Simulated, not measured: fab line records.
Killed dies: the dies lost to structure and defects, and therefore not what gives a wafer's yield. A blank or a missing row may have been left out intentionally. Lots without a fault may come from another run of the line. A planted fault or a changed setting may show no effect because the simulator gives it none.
fab line records    flow n5_finfet    part 1 of 2: steps 1 to 27 of 32
record lots=5  wafers=15  last_day=18
route steps=1938 shown WELL_APT@41 PMOS_HMC_CHANNEL_EPI@57
lots with no fault: from the same line, run without faults
start_h: start of the lot's first displayed wafer, in hours after the record's first day    wait_h: hours since the lot's step before    " the same as in the row above    L1.1+2: a single row standing in for several wafers    - no value present, or no start provided    * or withheld: withheld    < > ~ a bound
route shown NAME@n: a module of which the file shows steps, and the number in the route of the first    usual: the fault-free wafers' mean and standard deviation    same: alike in all rows    chamber/n: place in a boat    sites: the reading at each site    _std_site: standard deviation of those values    _edge_site: mean of outer sites minus mean of inner sites    radius_mm: how far each site lies from the wafer's centre    mask NAME#n: copy n    behind: the tool/chamber that last shaped the wafer    hold: cause of the lot's hold/its duration in hours/its outcome    device: which transistor (n, p or np) failed to switch    end of line: at the end of the route, the tests of the same wafers    a step without rows: its recipe alone    killed: count of dies lost to structure and defects at first sort (not the wafer's yield)    map: shows each die of a wafer: x if killed, . if not, _ if none is there
set.NAME: the setting that was run; set.NAME@STEP: the one run at that earlier step    model.NAME: the simulator's own value behind a step, which no gauge read
lots at some steps of the route; a table a step, a row a wafer
services: the hour from which a tool's chamber was out of use, counted from the record's first day as start_h (under 0 if before that day), plus the number of hours and why
## steps
# step N5_WELL_APT_DEVELOP_24
# recipe develop_time_s=45  rinse_liquid=surfactant_rinse  dry=air_spin  dev_temp_c=21
lot.wafer   tool            chamber  start_h  wait_h
L077.1+4+5  litho_track-01  0        -        -
L079.1+2+5  litho_track-02  0        -        -
L091.2+4+5  litho_track-02  0        -        -
L093.3+4+6  litho_track-03  0        -        -
L095.2+4+6  litho_track-02  0        -        -
# step N5_WELL_APT_HARDBAKE_29
# recipe temp_c=130  time_s=120
lot.wafer   tool            chamber  start_h  wait_h
L077.1+4+5  litho_track-01  0        -        -
L079.1+2+5  litho_track-02  0        -        -
L091.2+4+5  litho_track-02  0        -        -
L093.3+4+6  litho_track-03  0        -        -
L095.2+4+6  litho_track-02  0        -        -
# step N5_WELL_APT_CD_MEAS_25
# recipe target_cd_nm=200  landing_energy_ev=500  detector=se_inlens
# usual cd_nm=201.1/1.7
# same landing_energy_ev=500
lot.wafer  tool       chamber  start_h  wait_h  cd_nm
L077.1     cd_sem-02  0        32.92    -       201.8
L077.4     "          0        "        "       201.0
L077.5     "          0        "        "       199.8
L079.1     cd_sem-03  0        44.80    -       200.9
L079.2     "          0        "        "       201.4
L079.5     "          0        "        "       203.6
L091.2     cd_sem-03  0        117.25   -       199.8
L091.4     "          0        "        "       202.2
L091.5     "          0        "        "       200.8
L093.3     cd_sem-01  0        128.81   -       200.0
L093.4     "          0        "        "       201.9
L093.6     "          0        "        "       199.1
L095.2     cd_sem-01  0        140.96   -       200.6
L095.4     "          0        "        "       200.6
L095.6     "          0        "        "       199.3
# step N5_WELL_APT_OVL_MEAS_26
# recipe points_per_wafer=44
# usual PWELL_OVL=-2/5.5
lot.wafer  tool        chamber  start_h  wait_h  PWELL_OVL[nm]
L077.1     overlay-02  0        32.95    0.0     -3
L077.4     "           0        "        "       2
L077.5     "           0        "        "       -1
L079.1     overlay-01  0        44.83    0.0     -1
L079.2     "           0        "        "       -8
L079.5     "           0        "        "       -5
L091.2     overlay-02  0        117.28   0.0     -6
L091.4     "           0        "        "       2
L091.5     "           0        "        "       1
L093.3     overlay-01  0        128.84   0.0     -1
L093.4     "           0        "        "       -1
L093.6     "           0        "        "       -1
L095.2     overlay-02  0        140.99   0.0     -10
L095.4     "           0        "        "       -8
L095.6     "           0        "        "       -5
# step N5_WELL_APT_INSPECT_27
# recipe mode=adi  inspect_instrument=macro
# usual raw_defect_count=2.0/1.4
lot.wafer  tool               chamber  start_h  wait_h  raw_defect_count
L077.1     defect_inspect-02  -        32.97    0.0     3
L077.4     "                  -        "        "       3
L077.5     "                  -        "        "       0
L079.1     defect_inspect-01  -        44.86    0.0     3
L079.2     "                  -        "        "       1
L079.5     "                  -        "        "       2
L091.2     defect_inspect-02  -        117.30   0.0     0
L091.4     "                  -        "        "       3
L091.5     "                  -        "        "       3
L093.3     defect_inspect-02  -        128.86   0.0     0
L093.4     "                  -        "        "       2
L093.6     "                  -        "        "       2
L095.2     defect_inspect-01  -        141.01   0.0     1
L095.4     "                  -        "        "       2
L095.6     "                  -        "        "       1
# step N5_WELL_APT_DESCUM_30
# recipe chemistry=O2  time_s=7.9  source_power_w=50  bias_power_w=20  pressure_mtorr=20  rf_frequency_hz=2.712e+07  temp_c=40  o2_flow_sccm=225
# usual drypump_motor_current_A=5.7/0.36  o2_flow_sccm=224.9/0.71  oes_product_au=0.76/0.089  rf_vpp_V=242.9/1.5  showerhead_plenum_p_Torr=2.09/0.086  temp_c=39.98/0.11  throttle_valve_pct=20.38/0.29
lot.wafer  tool         chamber  start_h  wait_h  drypump_motor_current_A  o2_flow_sccm  oes_product_au  rf_hours_counter_h  rf_vpp_V  showerhead_plenum_p_Torr  temp_c  throttle_valve_pct
L077.1     rie_diel-03  0        33.01    0.0     5.8                      224.7         0.74            154                 245.8     2.19                      39.99   20.04
L077.4     "            3        "        "       5.5                      224.2         0.68            238                 243.0     2.08                      40.04   20.91
L077.5     "            2        "        "       5.8                      223.3         0.72            -                   241.8     1.99                      39.90   20.20
L079.1     rie_diel-05  3        44.89    0.0     5.7                      225.3         0.72            170                 243.2     2.10                      40.00   20.42
L079.2     "            2        "        "       5.1                      224.5         0.67            235                 240.7     1.96                      39.86   20.22
L079.5     "            2        "        "       5.1                      224.4         0.67            -                   242.4     1.96                      40.00   20.22
L091.2     rie_diel-04  0        117.35   0.1     6.4                      224.8         0.73            215                 244.5     2.15                      40.10   21.01
L091.4     "            3        "        "       5.7                      224.9         0.71            227                 244.5     2.17                      40.01   20.70
L091.5     "            1        "        "       6.1                      224.8         0.90            -                   243.2     2.12                      39.96   20.11
L093.3     rie_diel-03  2        128.89   0.0     5.9                      224.4         0.69            219                 241.6     1.98                      39.98   20.26
L093.4     "            3        "        "       5.5                      224.8         0.98            2                   242.7     2.08                      39.87   20.48
L093.6     "            1        "        "       5.8                      224.3         0.92            -                   244.2     2.13                      39.79   20.34
L095.2     rie_diel-03  1        141.04   0.0     5.7                      225.6         0.90            15                  243.2     2.13                      39.97   20.34
L095.4     "            2        "        "       5.9                      224.4         0.69            223                 241.4     1.98                      40.03   20.26
L095.6     "            2        "        "       5.8                      225.8         0.70            -                   242.3     1.98                      40.14   20.25
# step N5_WELL_APT_IMPLANT_31
# recipe species=B  energy_kev=60  dose_cm2=1.5e+13  tilt_deg=0  rotation_deg=0
# usual rotation_deg=-0.004/0.023
lot.wafer  tool          chamber  start_h  wait_h  rotation_deg
L077.1     implanter-02  0        33.11    0.1     -0.052
L077.4     "             0        "        "       0.008
L077.5     "             0        "        "       0.009
L079.1     implanter-02  0        44.99    0.1     -0.037
L079.2     "             0        "        "       -0.033
L079.5     "             0        "        "       -0.045
L091.2     implanter-02  0        117.49   0.1     0.036
L091.4     "             0        "        "       -0.001
L091.5     "             0        "        "       0.026
L093.3     implanter-02  0        129.05   0.1     -0.014
L093.4     "             0        "        "       -0.036
L093.6     "             0        "        "       -0.057
L095.2     implanter-02  0        141.17   0.1     -0.019
L095.4     "             0        "        "       -0.018
L095.6     "             0        "        "       -0.018
# step N5_WELL_APT_IMPLANT_32
# recipe species=BF2  energy_kev=50  dose_cm2=2e+13  tilt_deg=0  rotation_deg=0
# usual rotation_deg=0.003/0.018
lot.wafer  tool          chamber  start_h  wait_h  rotation_deg
L077.1     implanter-02  0        33.29    0.1     -0.005
L077.4     "             0        "        "       0.049
L077.5     "             0        "        "       -0.004
L079.1     implanter-02  0        45.17    0.1     -0.005
L079.2     "             0        "        "       0.005
L079.5     "             0        "        "       -0.001
L091.2     implanter-02  0        117.67   0.1     -0.014
L091.4     "             0        "        "       0.024
L091.5     "             0        "        "       -0.008
L093.3     implanter-02  0        129.23   0.1     0.009
L093.4     "             0        "        "       -0.005
L093.6     "             0        "        "       0.012
L095.2     implanter-02  0        141.35   0.1     -0.026
L095.4     "             0        "        "       -0.004
L095.6     "             0        "        "       0.000
# step N5_WELL_APT_STRIP_33
# recipe chemistry=SPM  time_s=900  temp_c=130  h2so4_h2o2_vol_ratio=4  dry=ipa_marangoni
# usual temp_c=130.01/0.15
lot.wafer  tool          chamber  start_h  wait_h  temp_c
L077.1     wet_bench-05  6        33.50    0.2     129.96
L077.4     "             7        "        "       130.26
L077.5     "             2        "        "       130.15
L079.1     wet_bench-04  6        45.38    0.2     129.58
L079.2     "             7        "        "       129.76
L079.5     "             5        "        "       130.11
L091.2     wet_bench-06  1        117.84   0.1     130.14
L091.4     "             3        "        "       129.89
L091.5     "             5        "        "       130.06
L093.3     wet_bench-05  0        129.38   0.1     130.02
L093.4     "             3        "        "       130.09
L093.6     "             7        "        "       129.95
L095.2     wet_bench-05  1        141.53   0.1     129.99
L095.4     "             2        "        "       129.98
L095.6     "             7        "        "       129.69
# step N5_WELL_APT_RTA_34
# recipe temp_c=1000  time_s=10  ambient=N2  idle_temp_c=600  ramp_up_c_per_s=150  ramp_down_c_per_s=60  cool_to_c=600
# usual lamp_power_pct=13.00/0.05  lamp_zone_7_pct=13.422/0.03  wafer_temp_C_max=1003.6/1
lot.wafer  tool           chamber  start_h  wait_h  lamp_power_pct  lamp_zone_7_pct  wafer_temp_C_max
L077.1     rtp_anneal-01  0        33.82    0.1     12.96           13.479           1002.0
L077.4     "              0        "        "       13.02           13.406           1003.5
L077.5     "              0        "        "       13.04           13.454           1001.7
L079.1     rtp_anneal-02  0        45.65    0.0     13.02           13.433           1004.6
L079.2     "              0        "        "       13.02           13.454           1002.9
L079.5     "              0        "        "       13.07           13.403           1003.4
L091.2     rtp_anneal-02  0        118.21   0.1     13.01           13.418           1005.2
L091.4     "              0        "        "       12.92           13.474           1003.5
L091.5     "              0        "        "       13.05           13.452           1004.6
L093.3     rtp_anneal-02  0        129.69   0.1     12.98           13.452           1001.9
L093.4     "              0        "        "       12.98           13.454           1003.8
L093.6     "              0        "        "       12.92           13.418           1002.7
L095.2     rtp_anneal-01  0        141.86   0.1     12.89           13.435           1002.2
L095.4     "              0        "        "       13.04           13.420           1002.9
L095.6     "              0        "        "       13.04           13.454           1005.5
# step N5_WELL_APT_OXIDE_STRIP_42
# recipe chemistry=dHF  dilution=25:1  time_s=45  temp_c=25  target=SiO2  target_depth_a=120
# usual temp_c=25.00/0.11
lot.wafer  tool          chamber  start_h  wait_h  temp_c
L077.1     wet_bench-05  5        33.97    0.1     25.13
L077.4     "             3        "        "       25.06
L077.5     "             2        "        "       25.09
L079.1     wet_bench-05  2        45.80    0.1     24.96
L079.2     "             0        "        "       24.97
L079.5     "             7        "        "       24.98
L091.2     wet_bench-04  2        118.34   0.1     24.87
L091.4     "             3        "        "       24.88
L091.5     "             1        "        "       25.09
L093.3     wet_bench-04  4        129.80   0.1     25.03
L093.4     "             5        "        "       24.87
L093.6     "             1        "        "       24.95
L095.2     wet_bench-06  5        142.00   0.1     24.94
L095.4     "             6        "        "       25.12
L095.6     "             3        "        "       25.02
# step N5_WELL_APT_PRECLEAN_36
# recipe chemistry=O3/DIW  time_s=45  temp_c=22  o3_ppm=10
# usual temp_c=22.00/0.1
lot.wafer  tool          chamber  start_h  wait_h  temp_c
L077.1     wet_bench-05  5        33.98    0.0     21.79
L077.4     "             3        "        "       22.20
L077.5     "             2        "        "       21.86
L079.1     wet_bench-05  2        45.81    0.0     22.06
L079.2     "             0        "        "       22.14
L079.5     "             7        "        "       21.92
L091.2     wet_bench-04  2        118.35   0.0     22.12
L091.4     "             3        "        "       21.88
L091.5     "             1        "        "       22.16
L093.3     wet_bench-04  4        129.82   0.0     22.10
L093.4     "             5        "        "       22.06
L093.6     "             1        "        "       21.93
L095.2     wet_bench-06  5        142.01   0.0     22.10
L095.4     "             6        "        "       21.79
L095.6     "             3        "        "       22.04
# step N5_WELL_APT_PRECLEAN_39
# recipe chemistry=dHF  time_s=60  dilution=150:1  temp_c=25
# usual temp_c=24.99/0.11
lot.wafer  tool          chamber  start_h  wait_h  temp_c
L077.1     wet_bench-05  5        34.00    0.0     25.07
L077.4     "             3        "        "       25.14
L077.5     "             2        "        "       24.85
L079.1     wet_bench-05  2        45.83    0.0     24.97
L079.2     "             0        "        "       25.09
L079.5     "             7        "        "       24.90
L091.2     wet_bench-04  2        118.37   0.0     25.05
L091.4     "             3        "        "       25.16
L091.5     "             1        "        "       25.16
L093.3     wet_bench-04  4        129.83   0.0     25.19
L093.4     "             5        "        "       25.05
L093.6     "             1        "        "       25.07
L095.2     wet_bench-06  5        142.02   0.0     25.20
L095.4     "             6        "        "       24.98
L095.6     "             3        "        "       24.93
# step N5_WELL_APT_SRD_37
# recipe dry=ipa_marangoni  do_ppb=5  time_s=30  temp_c=23  rinse_liquid=diw
# usual temp_c=23.00/0.1
lot.wafer  tool          chamber  start_h  wait_h  temp_c
L077.1     wet_bench-05  5        34.01    0.0     22.88
L077.4     "             3        "        "       22.94
L077.5     "             2        "        "       22.93
L079.1     wet_bench-05  2        45.84    0.0     23.00
L079.2     "             0        "        "       23.02
L079.5     "             7        "        "       23.13
L091.2     wet_bench-04  2        118.38   0.0     22.97
L091.4     "             3        "        "       22.88
L091.5     "             1        "        "       23.09
L093.3     wet_bench-04  4        129.84   0.0     23.17
L093.4     "             5        "        "       22.99
L093.6     "             1        "        "       23.00
L095.2     wet_bench-06  5        142.04   0.0     22.94
L095.4     "             6        "        "       23.00
L095.6     "             3        "        "       23.02
# step N5_WELL_APT_EPI_41
# recipe material=Si  target_thk_a=500  temp_c=650  precursor=SiH4/H2  pressure_torr=20  time_s=297.7
# usual throttle_valve_pct=11.14/0.15
lot.wafer  tool          chamber  start_h  wait_h  throttle_valve_pct
L077.1     epi_rpcvd-03  0        34.06    0.0     11.34
L077.4     "             0        "        "       11.28
L077.5     "             0        "        "       11.10
L079.1     epi_rpcvd-02  0        45.89    0.0     10.99
L079.2     "             0        "        "       11.17
L079.5     "             0        "        "       11.54
L091.2     epi_rpcvd-01  0        118.53   0.1     11.44
L091.4     "             0        "        "       11.41
L091.5     "             0        "        "       11.05
L093.3     epi_rpcvd-02  0        130.09   0.2     11.45
L093.4     "             0        "        "       10.95
L093.6     "             0        "        "       11.20
L095.2     epi_rpcvd-01  0        142.19   0.1     11.27
L095.4     "             0        "        "       11.41
L095.6     "             0        "        "       11.18
# step N5_WELL_APT_INSPECT_38
# recipe inspect_instrument=darkfield  mode=post_epi
# usual raw_defect_count=13/4.1
lot.wafer  tool               chamber  start_h  wait_h  raw_defect_count
L077.1     defect_inspect-02  -        34.70    0.5     13
L077.4     "                  -        "        "       13
L077.5     "                  -        "        "       14
L079.1     defect_inspect-01  -        46.53    0.5     11
L079.2     "                  -        "        "       8
L079.5     "                  -        "        "       13
L091.2     defect_inspect-01  -        119.07   0.4     19
L091.4     "                  -        "        "       14
L091.5     "                  -        "        "       15
L093.3     defect_inspect-02  -        130.53   0.3     12
L093.4     "                  -        "        "       9
L093.6     "                  -        "        "       10
L095.2     defect_inspect-02  -        142.73   0.4     8
L095.4     "                  -        "        "       16
L095.6     "                  -        "        "       13
# step N5_PMOS_HMC_CHANNEL_EPI_HM_DEP_34
# recipe material=SiO2  target_thk_a=360  temp_c=400  precursor=TEOS/O2  pressure_torr=6.5  rf_w=900  teos_flow_sccm=161.4  gas=O2  flow_sccm=2650  time_s=6.9
# usual heater_power_w=531/75  showerhead_plenum_p_Torr=8.36/0.032  throttle_valve_pct=18.7/0.98
lot.wafer  tool      chamber  start_h  wait_h  heater_power_w  showerhead_plenum_p_Torr  throttle_valve_pct
L077.1     pecvd-01  1        34.74    0.0     511             8.37                      18.4
L077.4     "         0        "        "       610             8.36                      17.1
L077.5     "         2        "        "       647             8.35                      17.9
L079.1     pecvd-03  0        46.57    0.0     542             8.39                      19.4
L079.2     "         1        "        "       447             8.31                      20.0
L079.5     "         1        "        "       454             8.32                      20.0
L091.2     pecvd-03  0        119.10   0.0     527             8.38                      19.6
L091.4     "         0        "        "       530             8.39                      19.5
L091.5     "         1        "        "       424             8.32                      20.1
L093.3     pecvd-03  0        130.57   0.0     600             8.38                      19.8
L093.4     "         0        "        "       590             8.34                      19.5
L093.6     "         2        "        "       629             8.35                      17.3
L095.2     pecvd-04  1        142.76   0.0     544             8.38                      18.9
L095.4     "         0        "        "       485             8.42                      19.2
L095.6     "         0        "        "       488             8.41                      19.0
# step N5_PMOS_HMC_CHANNEL_EPI_COAT_31
# recipe resist=BARC  temp_c=205  time_s=60  spin_rpm=1500  resist_thk_nm=66
lot.wafer   tool            chamber  start_h  wait_h
L077.1+4+5  litho_track-05  0        34.79    0.0
L079.1+2+5  litho_track-03  0        46.63    0.1
L091.2+4+5  litho_track-03  0        119.16   0.0
L093.3+4+6  litho_track-05  0        130.62   0.0
L095.2+4+6  litho_track-03  0        142.83   0.1
# step N5_PMOS_HMC_CHANNEL_EPI_COAT_03
# recipe resist=CAR-ArF-block  spin_rpm=1500  resist_thk_nm=205
lot.wafer   tool            chamber  start_h  wait_h
L077.1+4+5  litho_track-05  0        -        -
L079.1+2+5  litho_track-03  0        -        -
L091.2+4+5  litho_track-03  0        -        -
L093.3+4+6  litho_track-05  0        -        -
L095.2+4+6  litho_track-03  0        -        -
# step N5_PMOS_HMC_CHANNEL_EPI_EBR_05
# recipe solvent=PGMEA  ebr_width_mm=1.5
lot.wafer   tool            chamber  start_h  wait_h
L077.1+4+5  litho_track-05  0        -        -
L079.1+2+5  litho_track-03  0        -        -
L091.2+4+5  litho_track-03  0        -        -
L093.3+4+6  litho_track-05  0        -        -
L095.2+4+6  litho_track-03  0        -        -
# step N5_PMOS_HMC_CHANNEL_EPI_SOFTBAKE_04
# recipe temp_c=110  time_s=60  resist=CAR-ArF-block
lot.wafer   tool            chamber  start_h  wait_h
L077.1+4+5  litho_track-05  0        -        -
L079.1+2+5  litho_track-03  0        -        -
L091.2+4+5  litho_track-03  0        -        -
L093.3+4+6  litho_track-05  0        -        -
L095.2+4+6  litho_track-03  0        -        -
# step N5_PMOS_HMC_CHANNEL_EPI_EXPOSE_06
# recipe mask_id=PMOS_HMC_BLK  na=1.35  source_shape=conventional  sigma_outer=0.8  polarization=unpolarized  target_cd_nm=240  dose_mj=41
# same sigma_outer=0.8
lot.wafer   tool             chamber  start_h  wait_h  mask
L077.1+4+5  arfi_scanner-01  0        35.02    -       PMOS_HMC_BLK#0
L079.1+2+5  arfi_scanner-02  0        46.86    -       PMOS_HMC_BLK#0
L091.2+4+5  arfi_scanner-01  0        119.39   -       PMOS_HMC_BLK#0
L093.3+4+6  arfi_scanner-01  0        130.73   -       PMOS_HMC_BLK#0
L095.2+4+6  arfi_scanner-01  0        143.06   -       PMOS_HMC_BLK#0
# step N5_PMOS_HMC_CHANNEL_EPI_PEB_07
# recipe peb_temp_c=110  peb_time_s=60  resist=CAR-ArF-block
lot.wafer   tool            chamber  start_h  wait_h
L077.1+4+5  litho_track-04  0        35.07    0.1
L079.1+2+5  litho_track-05  0        46.92    0.1
L091.2+4+5  litho_track-03  0        119.44   0.0
L093.3+4+6  litho_track-03  0        130.78   0.0
L095.2+4+6  litho_track-04  0        143.12   0.0
# step N5_PMOS_HMC_CHANNEL_EPI_DEVELOP_08
# recipe develop_time_s=30  developer=TMAH  resist=CAR-ArF-block  dev_temp_c=23  rinse_liquid=diw  dry=air_spin
lot.wafer   tool            chamber  start_h  wait_h
L077.1+4+5  litho_track-04  0        -        -
L079.1+2+5  litho_track-05  0        -        -
L091.2+4+5  litho_track-03  0        -        -
L093.3+4+6  litho_track-03  0        -        -
L095.2+4+6  litho_track-04  0        -        -
# step N5_PMOS_HMC_CHANNEL_EPI_CD_MEAS_09
# recipe target_cd_nm=237.4  landing_energy_ev=500  detector=se_inlens
# usual cd_nm=237.8/1.2
# same landing_energy_ev=500
lot.wafer  tool       chamber  start_h  wait_h  cd_nm
L077.1     cd_sem-03  0        35.14    -       238.0
L077.4     "          0        "        "       237.3
L077.5     "          0        "        "       236.0
L079.1     cd_sem-01  0        46.98    -       237.8
L079.2     "          0        "        "       236.3
L079.5     "          0        "        "       236.2
L091.2     cd_sem-03  0        119.51   -       237.4
L091.4     "          0        "        "       238.4
L091.5     "          0        "        "       239.2
L093.3     cd_sem-02  0        130.85   -       237.7
L093.4     "          0        "        "       239.2
L093.6     "          0        "        "       239.4
L095.2     cd_sem-03  0        143.18   -       238.5
L095.4     "          0        "        "       239.5
L095.6     "          0        "        "       239.0
# step N5_PMOS_HMC_CHANNEL_EPI_OVL_MEAS_10
# recipe points_per_wafer=44
# usual PMOS_HMC_BLK_OVL=0.4/0.66
lot.wafer  tool        chamber  start_h  wait_h  PMOS_HMC_BLK_OVL[nm]
L077.1     overlay-02  0        35.17    0.0     -0.1
L077.4     "           0        "        "       -0.3
L077.5     "           0        "        "       0.0
L079.1     overlay-02  0        47.01    0.0     0.9
L079.2     "           0        "        "       -0.9
L079.5     "           0        "        "       0.0
L091.2     overlay-01  0        119.54   0.0     1.6
L091.4     "           0        "        "       1.6
L091.5     "           0        "        "       0.4
L093.3     overlay-01  0        130.88   0.0     1.6
L093.4     "           0        "        "       0.9
L093.6     "           0        "        "       0.7
L095.2     overlay-01  0        143.21   0.0     0.6
L095.4     "           0        "        "       0.8
L095.6     "           0        "        "       0.8
# step N5_PMOS_HMC_CHANNEL_EPI_INSPECT_11
# recipe mode=adi  inspect_instrument=macro
# usual raw_defect_count=2.0/1.4
lot.wafer  tool               chamber  start_h  wait_h  raw_defect_count
L077.1     defect_inspect-02  -        35.20    0.0     3
L077.4     "                  -        "        "       0
L077.5     "                  -        "        "       2
L079.1     defect_inspect-02  -        47.04    0.0     4
L079.2     "                  -        "        "       1
L079.5     "                  -        "        "       2
L091.2     defect_inspect-01  -        119.56   0.0     2
L091.4     "                  -        "        "       1
L091.5     "                  -        "        "       5
L093.3     defect_inspect-02  -        130.90   0.0     0
L093.4     "                  -        "        "       1
L093.6     "                  -        "        "       1
L095.2     defect_inspect-01  -        143.24   0.0     2
L095.4     "                  -        "        "       1
L095.6     "                  -        "        "       3
